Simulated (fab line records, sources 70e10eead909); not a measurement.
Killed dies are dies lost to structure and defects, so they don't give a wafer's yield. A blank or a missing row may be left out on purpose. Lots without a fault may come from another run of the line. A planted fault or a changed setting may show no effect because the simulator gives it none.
fab line records | flow nand_harc | part 1 of 2: steps 1 to 4 of 6
record lots=22 wafers=66 last_day=25
route steps=1159 shown A_CONTACT@946 A_BLC@976 A_M1@1043
lots that met no fault: from a run of the same line without faults
start_h: hours from the record's first day to the start of the lot's first wafer shown | wait_h: hours since the lot's step before | " the same as in the row above | L1.1+2: a row that stands for several wafers | - no value, or no start given | * or withheld: withheld | < > ~ a bound
route shown NAME@n: a module of which the file shows steps, and the number in the route of the first | usual: mean/standard deviation of fault-free wafers | same: alike in all rows | chamber/n: place in a boat | sites: the reading at each site | _std_site: their standard deviation | _edge_site: outer sites' mean less inner sites' | radius_mm: how far each site lies from the wafer's centre | mask NAME#n: copy n | behind: the tool/chamber that last shaped the wafer | hold: why the lot was held/for how many hours/how that ended | device: the transistor (n, p or np) that didn't switch | end of line: the same wafers' tests at the end of the route | a step without rows: its recipe alone | killed: dies lost to structure and defects at the first sort, not the wafer's yield | map: a wafer's dies, x killed, . not, _ none there
set.NAME: the setting as run; set.NAME@STEP: as run at that earlier step | model.NAME: the simulator's own value behind a step, which no gauge read
steps of the route over a sample of lots; a table a step, a row a wafer
services: from which hour (start_h, from the record's first day; less than 0 if before it) a tool's chamber was out of use, for how many hours, and why
## steps
# step NHARC_A_CONTACT_ETCH_137
# recipe source_w=withheld pressure_mtorr=20 bias_v=3000 time_s=132 target_depth_a=12870 ar_flow_sccm=withheld c4f8_flow_sccm=withheld o2_flow_sccm=withheld chemistry=C4F8/O2/Ar
# usual chamber_pressure_mTorr=20.002/0.018
# columns lot.wafer tool chamber start_h wait_h chamber_pressure_mTorr rf_hours_counter_h
L074.2 har_cap_etch-01 1 385.98 0.1 20.006 59
L074.1 " 0 " " 20.000 59
L074.5 " 0 " " 20.001 -
L076.1 har_cap_etch-02 0 394.63 0.1 19.983 15
L076.6 " 0 " " 19.989 -
L076.5 " 1 " " 20.031 -
L075.2 har_cap_etch-03 0 395.53 0.1 19.999 87
L075.1 " 1 " " 19.985 87
L075.4 " 0 " " 19.999 -
L079.1 har_cap_etch-02 0 400.72 0.1 19.993 16
L079.4 " 0 " " 20.000 -
L079.6 " 0 " " 19.980 -
L077.1 har_cap_etch-01 1 403.16 0.1 20.018 62
L077.3 " 0 " " 20.017 -
L077.6 " 1 " " 19.971 -
L078.4 har_cap_etch-01 1 423.37 0.1 19.978 -
L078.3 " 0 " " 20.011 -
L078.5 " 1 " " 20.025 -
L081.2 har_cap_etch-02 0 429.65 0.1 20.003 22
L081.3 " 0 " " 20.008 -
L081.4 " 1 " " 19.989 -
L084.1 har_cap_etch-02 1 434.53 0.1 19.988 23
L084.4 " 1 " " 20.000 -
L084.6 " 0 " " 20.022 -
L080.1 har_cap_etch-03 1 435.68 0.1 19.994 93
L080.5 " 0 " " 19.968 -
L080.6 " 1 " " 19.981 -
L083.2 har_cap_etch-03 1 441.34 0.1 20.000 94
L083.3 " 0 " " 19.977 -
L083.5 " 0 " " 20.003 -
L088.3 har_cap_etch-02 1 458.43 0.1 20.000 -
L088.5 " 0 " " 19.977 -
L088.6 " 1 " " 20.026 -
L087.1 har_cap_etch-01 0 459.95 0.1 20.023 73
L087.3 " 1 " " 20.038 -
L087.5 " 1 " " 19.994 -
L086.1 har_cap_etch-03 0 475.75 0.1 19.973 101
L086.5 " 1 " " 20.010 -
L086.6 " 0 " " 19.973 -
L089.1 har_cap_etch-02 0 476.66 0.1 19.970 30
L089.3 " 0 " " 20.012 -
L089.6 " 0 " " 19.990 -
L091.1 har_cap_etch-03 1 484.46 0.1 19.997 103
L091.4 " 1 " " 20.005 -
L091.3 " 0 " " 20.024 -
L090.2 har_cap_etch-02 1 489.90 0.1 20.004 32
L090.1 " 0 " " 19.966 32
L090.6 " 0 " " 19.977 -
L093.4 har_cap_etch-01 1 490.28 0.1 20.008 -
L093.6 " 0 " " 20.010 -
L093.5 " 1 " " 19.994 -
L092.2 har_cap_etch-03 1 491.06 0.1 20.012 103
L092.4 " 1 " " 19.981 -
L092.5 " 1 " " 19.967 -
L094.4 har_cap_etch-02 1 519.72 0.1 19.995 -
L094.3 " 0 " " 20.002 -
L094.5 " 1 " " 19.980 -
L095.2 har_cap_etch-01 1 523.43 0.2 20.004 83
L095.1 " 0 " " 19.971 83
L095.4 " 0 " " 20.009 -
L096.3 har_cap_etch-03 0 527.37 0.1 20.019 -
L096.5 " 0 " " 19.988 -
L096.6 " 1 " " 20.017 -
L097.1 har_cap_etch-02 1 532.00 0.1 20.015 39
L097.6 " 1 " " 20.013 -
L097.5 " 0 " " 20.017 -
# step NHARC_A_CONTACT_ETCH_98
# recipe target_depth_a=200 over_etch_frac=0.5 time_s=10 ion_energy_ev=250 c4f6_flow_sccm=25 o2_flow_sccm=20 ar_flow_sccm=500 rf_w=600 bias_w=500 chemistry=C4F6/O2
# usual chamber_pressure_mTorr=30.004/0.026 drypump_motor_current_A=5.6/0.34 oes_product_au=0.961/0.024 rf_vpp_V=547.8/2.1 showerhead_plenum_p_Torr=3.96/0.092 throttle_valve_pct=26.905/0.0075
# columns lot.wafer tool chamber start_h wait_h chamber_pressure_mTorr drypump_motor_current_A oes_product_au rf_hours_counter_h rf_vpp_V showerhead_plenum_p_Torr throttle_valve_pct
L074.2 rie_diel-02 0 - - 30.023 5.5 0.956 10 546.5 3.92 26.890
L074.1 " 2 " " 30.003 6.2 0.941 8 544.4 3.84 26.903
L074.5 " 3 " " 30.057 5.1 0.946 - 549.7 4.01 26.893
L076.1 rie_diel-04 2 - - 30.001 6.2 0.969 33 546.6 3.92 26.897
L076.6 " 2 " " 30.029 6.2 0.952 - 546.6 3.92 26.905
L076.5 " 3 " " 29.967 5.8 0.972 - 546.6 3.87 26.889
L075.1 rie_diel-08 1 - - 29.995 5.7 0.967 32 550.8 4.11 26.897
L075.2 " 2 " " 29.996 5.5 0.973 29 550.0 4.09 26.911
L075.4 " 3 " " 30.023 6.2 0.976 36 549.4 4.04 26.908
L079.1 rie_diel-02 3 401.53 0.1 29.959 5.1 0.959 14 549.2 4.00 26.888
L079.4 " 0 " " 30.013 5.5 0.953 - 547.9 3.92 26.902
L079.6 " 1 " " 29.983 5.5 0.963 - 549.8 4.07 26.900
L077.3 rie_diel-08 3 - - 30.016 6.2 0.943 38 549.2 4.03 26.914
L077.1 " 1 " " 30.041 5.7 0.955 35 551.2 4.11 26.910
L077.6 " 3 " " 30.029 6.2 0.957 - 549.2 4.04 26.910
L078.3 rie_diel-02 1 - - 30.029 5.5 0.946 18 551.5 4.07 26.904
L078.4 " 2 " " 30.007 6.2 0.938 13 544.8 3.83 26.909
L078.5 " 1 " " 29.959 5.5 0.943 - 549.5 4.07 26.910
L081.4 rie_diel-04 3 - - 30.015 5.8 0.963 47 545.3 3.87 26.898
L081.2 " 1 " " 30.022 5.7 0.953 45 548.1 4.00 26.907
L081.3 " 2 " " 29.970 6.2 0.939 45 547.1 3.92 26.900
L084.4 rie_diel-08 3 - - 30.014 6.2 0.962 45 550.2 4.03 26.907
L084.1 " 2 " " 29.986 5.5 0.959 38 549.8 4.09 26.904
L084.6 " 3 " " 30.010 6.2 0.972 - 547.3 4.03 26.890
L080.1 rie_diel-08 2 - - 29.992 5.6 0.945 39 550.9 4.09 26.904
L080.5 " 2 " " 30.005 5.5 0.954 - 551.1 4.09 26.912
L080.6 " 3 " " 29.995 6.2 0.958 - 550.4 4.03 26.907
L083.2 rie_diel-02 0 - - 30.038 5.5 0.943 18 547.2 3.91 26.903
L083.3 " 1 " " 30.042 5.5 0.943 21 549.8 4.07 26.915
L083.5 " 3 " " 29.980 5.1 0.938 - 549.9 4.00 26.916
L088.3 rie_diel-02 3 - - 29.987 5.1 0.925 26 548.0 4.00 26.897
L088.6 " 1 " " 29.968 5.5 0.926 - 551.0 4.07 26.895
L088.5 " 3 " " 29.982 5.1 0.934 - 549.7 4.00 26.913
L087.3 rie_diel-04 2 - - 30.028 6.2 1.000 59 548.4 3.91 26.902
L087.1 " 3 " " 30.002 5.8 1.011 61 544.8 3.86 26.890
L087.5 " 1 " " 30.010 5.6 0.995 - 547.5 3.99 26.911
L086.1 rie_diel-04 0 - - 30.013 5.6 0.996 1 547.6 3.93 26.902
L086.5 " 1 " " 29.973 5.7 1.000 - 548.1 3.99 26.907
L086.6 " 2 " " 30.031 6.2 1.003 - 546.7 3.91 26.905
L089.1 rie_diel-02 3 477.46 0.1 30.020 5.1 0.944 29 547.5 4.00 26.901
L089.3 " 1 " " 29.975 5.5 0.956 29 550.6 4.06 26.904
L089.6 " 1 " " 30.000 5.5 0.968 - 549.0 4.06 26.895
L091.1 rie_diel-02 0 - - 29.985 5.5 0.925 27 547.0 3.91 26.908
L091.3 " 1 " " 30.028 5.5 0.923 30 550.8 4.06 26.907
L091.4 " 2 " " 30.023 6.1 0.936 23 544.7 3.83 26.901
L090.1 rie_diel-02 3 - - 29.971 5.1 0.947 32 548.5 3.99 26.905
L090.2 " 1 " " 30.030 5.5 0.940 31 551.0 4.06 26.901
L090.6 " 3 " " 29.990 5.1 0.952 - 547.5 3.99 26.911
L093.4 rie_diel-04 1 - - 30.057 5.6 0.935 5 546.6 3.99 26.896
L093.5 " 0 " " 29.982 5.6 0.918 - 548.5 3.92 26.903
L093.6 " 1 " " 29.989 5.6 0.935 - 547.9 3.99 26.904
L092.2 rie_diel-02 0 - - 30.024 5.5 0.941 28 548.1 3.91 26.892
L092.4 " 1 " " 30.044 5.5 0.942 31 550.6 4.06 26.915
L092.5 " 0 " " 30.076 5.5 0.939 - 546.6 3.91 26.890
L094.3 rie_diel-02 1 - - 29.962 5.5 0.994 0 549.7 4.06 26.906
L094.4 " 3 " " 29.974 5.1 1.001 0 548.5 3.99 26.905
L094.5 " 2 " " 29.997 6.2 1.003 - 544.9 3.83 26.901
L095.1 rie_diel-08 1 525.16 0.6 29.966 5.7 0.984 14 550.8 4.08 26.909
L095.2 " 2 " " 30.024 5.5 0.979 16 549.9 4.06 26.906
L095.4 " 0 " " 30.005 5.2 1.002 - 544.5 3.81 26.907
L096.3 rie_diel-04 0 528.28 0.3 30.031 5.6 0.961 22 545.9 3.91 26.914
L096.6 " 1 " " 29.979 5.6 0.969 - 548.7 3.98 26.916
L096.5 " 3 " " 30.015 5.8 0.977 - 545.0 3.85 26.909
L097.1 rie_diel-02 1 - - 29.992 5.5 0.957 4 549.9 4.06 26.904
L097.6 " 1 " " 30.008 5.5 0.953 - 548.6 4.06 26.904
L097.5 " 2 " " 30.024 6.2 0.969 - 546.5 3.83 26.903
# step NHARC_A_BLC_INSPECT_12
# usual raw_defect_count=30/11
# columns lot.wafer tool chamber start_h wait_h raw_defect_count
L074.1 defect_inspect-01 - 396.74 0.0 38
L074.2 " - " " 35
L074.5 " - " " 26
L076.1 defect_inspect-02 - 399.00 0.0 32
L076.5 " - " " 30
L076.6 " - " " 16
L075.1 defect_inspect-01 - 399.59 0.0 6
L075.2 " - " " 15
L075.4 " - " " 11
L079.1 defect_inspect-01 - 405.91 0.0 27
L079.4 " - " " 18
L079.6 " - " " 27
L077.1 defect_inspect-01 - 407.08 0.0 43
L077.3 " - " " 35
L077.6 " - " " 13
L078.3 defect_inspect-02 - 427.35 0.0 16
L078.4 " - " " 30
L078.5 " - " " 18
L081.2 defect_inspect-01 - 436.85 0.0 31
L081.3 " - " " 24
L081.4 " - " " 27
L084.1 defect_inspect-02 - 444.30 0.0 28
L084.4 " - " " 25
L084.6 " - " " 27
L080.1 defect_inspect-01 - 445.07 0.0 30
L080.5 " - " " 31
L080.6 " - " " 30
L083.2 defect_inspect-01 - 450.55 0.0 30
L083.3 " - " " 39
L083.5 " - " " 24
L088.3 defect_inspect-02 - 466.97 0.0 27
L088.5 " - " " 35
L088.6 " - " " 24
L087.1 defect_inspect-02 - 467.10 0.0 35
L087.3 " - " " 38
L087.5 " - " " 25
L086.1 defect_inspect-01 - 483.17 0.0 29
L086.5 " - " " 48
L086.6 " - " " 30
L089.1 defect_inspect-02 - 483.87 0.0 38
L089.3 " - " " 25
L089.6 " - " " 32
L091.1 defect_inspect-01 - 490.79 0.0 33
L091.3 " - " " 30
L091.4 " - " " 38
L090.1 defect_inspect-01 - 495.14 0.0 55
L090.2 " - " " 63
L090.6 " - " " 46
L093.4 defect_inspect-02 - 495.87 0.0 17
L093.5 " - " " 19
L093.6 " - " " 23
L092.2 defect_inspect-02 - 497.05 0.0 36
L092.4 " - " " 28
L092.5 " - " " 38
L094.3 defect_inspect-01 - 523.75 0.0 32
L094.4 " - " " 34
L094.5 " - " " 37
L095.1 defect_inspect-01 - 537.59 0.0 21
L095.2 " - " " 16
L095.4 " - " " 16
L096.3 defect_inspect-02 - 538.19 0.0 21
L096.5 " - " " 22
L096.6 " - " " 34
L097.1 defect_inspect-01 - 538.93 0.0 44
L097.5 " - " " 43
L097.6 " - " " 37
# step NHARC_A_BLC_DESCUM_15
# recipe time_s=3 o2_flow_sccm=200 ar_flow_sccm=0 bias_power_w=0 chemistry=O2
# usual chamber_pressure_mTorr=60.00/0.057 drypump_motor_current_A=5.5/0.46 oes_product_au=0.998/0.011 rf_vpp_V=57.7/0.81 showerhead_plenum_p_Torr=1.90/0.068 throttle_valve_pct=11.310/0.01
# columns lot.wafer tool chamber start_h wait_h chamber_pressure_mTorr drypump_motor_current_A oes_product_au rf_hours_counter_h rf_vpp_V showerhead_plenum_p_Torr throttle_valve_pct
L074.1 rie_diel-11 2 396.80 0.1 59.99 5.8 0.988 2 58.3 1.88 11.335
L074.2 " 3 " " 59.92 6.2 0.991 2 58.1 1.81 11.305
L074.5 " 3 " " 59.99 6.2 0.984 - 56.0 1.81 11.312
L076.1 rie_diel-01 3 399.08 0.1 60.04 5.2 0.994 10 57.1 1.95 11.311
L076.6 " 1 " " 60.06 5.1 0.993 - 56.8 1.84 11.324
L076.5 " 2 " " 59.97 5.5 1.006 - 57.0 1.94 11.313
L075.1 rie_diel-01 2 399.66 0.1 60.03 5.5 1.012 10 59.1 1.94 11.311
L075.2 " 3 " " 60.06 5.2 0.995 10 58.3 1.95 11.323
L075.4 " 0 " " 60.03 5.5 1.002 9 58.9 1.92 11.307
L079.1 rie_diel-01 1 405.99 0.1 60.05 5.1 0.996 10 57.0 1.84 11.315
L079.4 " 2 " " 60.03 5.5 1.007 11 57.3 1.94 11.301
L079.6 " 0 " " 60.00 5.5 1.001 - 57.3 1.92 11.317
L077.3 rie_diel-01 3 407.15 0.1 60.04 5.2 0.990 11 58.4 1.95 11.326
L077.1 " 0 " " 59.95 5.5 1.000 11 58.4 1.92 11.304
L077.6 " 2 " " 60.00 5.5 1.011 - 57.2 1.94 11.327
L078.3 rie_diel-01 1 427.43 0.1 60.05 5.1 0.993 12 57.4 1.84 11.299
L078.4 " 2 " " 60.08 5.5 1.014 12 57.1 1.94 11.314
L078.5 " 3 " " 59.99 5.2 1.001 - 58.6 1.95 11.301
L081.3 rie_diel-01 0 436.92 0.1 60.01 5.5 0.990 13 57.9 1.91 11.302
L081.2 " 1 " " 59.99 5.1 0.991 12 58.1 1.84 11.323
L081.4 " 2 " " 59.93 5.5 1.014 13 59.4 1.94 11.303
L084.4 rie_diel-11 1 444.36 0.1 60.02 5.0 0.982 6 58.2 2.01 11.312
L084.1 " 2 " " 60.06 5.8 0.968 6 55.5 1.88 11.301
L084.6 " 1 " " 59.93 5.0 0.981 - 58.6 2.01 11.318
L080.1 rie_diel-01 2 445.14 0.1 59.97 5.5 1.015 13 58.4 1.94 11.298
L080.5 " 1 " " 59.98 5.1 1.000 - 56.1 1.84 11.308
L080.6 " 2 " " 60.02 5.5 1.021 - 57.9 1.94 11.291
L083.2 rie_diel-11 3 450.62 0.1 60.01 6.2 0.981 6 57.1 1.81 11.311
L083.3 " 0 " " 59.93 6.5 1.013 7 58.7 1.81 11.322
L083.5 " 3 " " 59.97 6.2 0.993 - 56.3 1.81 11.318
L088.3 rie_diel-01 1 467.04 0.1 60.03 5.1 0.996 16 57.3 1.84 11.305
L088.6 " 0 " " 59.97 5.5 0.997 - 57.4 1.91 11.324
L088.5 " 1 " " 59.98 5.1 1.000 - 57.7 1.84 11.300
L087.1 rie_diel-01 1 467.16 0.1 59.94 5.1 0.998 16 57.4 1.84 11.321
L087.3 " 0 " " 60.07 5.5 0.986 17 56.6 1.91 11.308
L087.5 " 2 " " 60.06 5.5 1.009 - 57.7 1.94 11.313
L086.1 rie_diel-11 2 483.25 0.1 60.03 5.8 0.980 10 56.7 1.88 11.312
L086.5 " 0 " " 60.04 6.5 1.000 - 58.2 1.81 11.315
L086.6 " 1 " " 59.92 5.0 0.990 - 58.6 2.01 11.308
L089.3 rie_diel-01 1 483.93 0.1 59.96 5.1 1.009 18 57.3 1.84 11.301
L089.1 " 0 " " 59.89 5.5 0.990 19 57.5 1.91 11.332
L089.6 " 2 " " 60.10 5.5 1.023 - 58.6 1.94 11.304
L091.4 rie_diel-11 1 490.85 0.1 60.00 5.0 0.992 11 57.5 2.01 11.309
L091.3 " 2 " " 59.97 5.9 0.982 11 57.3 1.88 11.309
L091.1 " 0 " " 59.97 6.4 1.007 10 57.0 1.81 11.323
L090.1 rie_diel-11 1 495.22 0.1 60.01 5.0 1.004 11 57.8 2.01 11.314
L090.2 " 2 " " 60.02 5.8 0.987 12 57.1 1.88 11.305
L090.6 " 0 " " 59.89 6.4 0.998 - 57.2 1.81 11.300
L093.4 rie_diel-12 3 495.95 0.1 59.98 5.2 0.987 38 57.8 1.99 11.318
L093.5 " 1 " " 60.08 6.0 0.989 - 55.4 1.85 11.318
L093.6 " 2 " " 59.94 5.5 1.010 - 58.0 2.02 11.308
L092.2 rie_diel-12 1 497.11 0.1 60.05 6.0 0.986 38 58.7 1.85 11.325
L092.4 " 0 " " 60.05 5.7 1.017 41 57.0 1.84 11.310
L092.5 " 1 " " 60.00 6.0 0.981 - 58.5 1.85 11.306
L094.3 rie_diel-01 1 523.82 0.1 59.99 5.1 1.003 2 57.9 1.84 11.302
L094.4 " 3 " " 60.00 5.2 1.005 2 58.4 1.95 11.311
L094.5 " 1 " " 60.03 5.1 1.005 - 57.3 1.84 11.302
L095.1 rie_diel-11 2 537.66 0.1 60.01 5.8 0.992 15 58.0 1.88 11.304
L095.4 " 3 " " 60.06 6.2 0.995 14 58.2 1.81 11.327
L095.2 " 0 " " 60.00 6.5 1.015 14 56.6 1.81 11.311
L096.3 rie_diel-01 1 538.27 0.1 60.02 5.1 1.004 4 55.7 1.83 11.325
L096.5 " 2 " " 59.96 5.5 1.019 - 57.6 1.94 11.314
L096.6 " 3 " " 59.99 5.2 0.994 - 58.7 1.95 11.324
L097.1 rie_diel-11 2 539.01 0.1 59.97 5.8 0.988 16 57.0 1.88 11.311
L097.6 " 0 " " 59.99 6.4 1.001 - 57.7 1.81 11.300
L097.5 " 1 " " 59.94 5.0 1.004 - 59.1 2.01 11.286
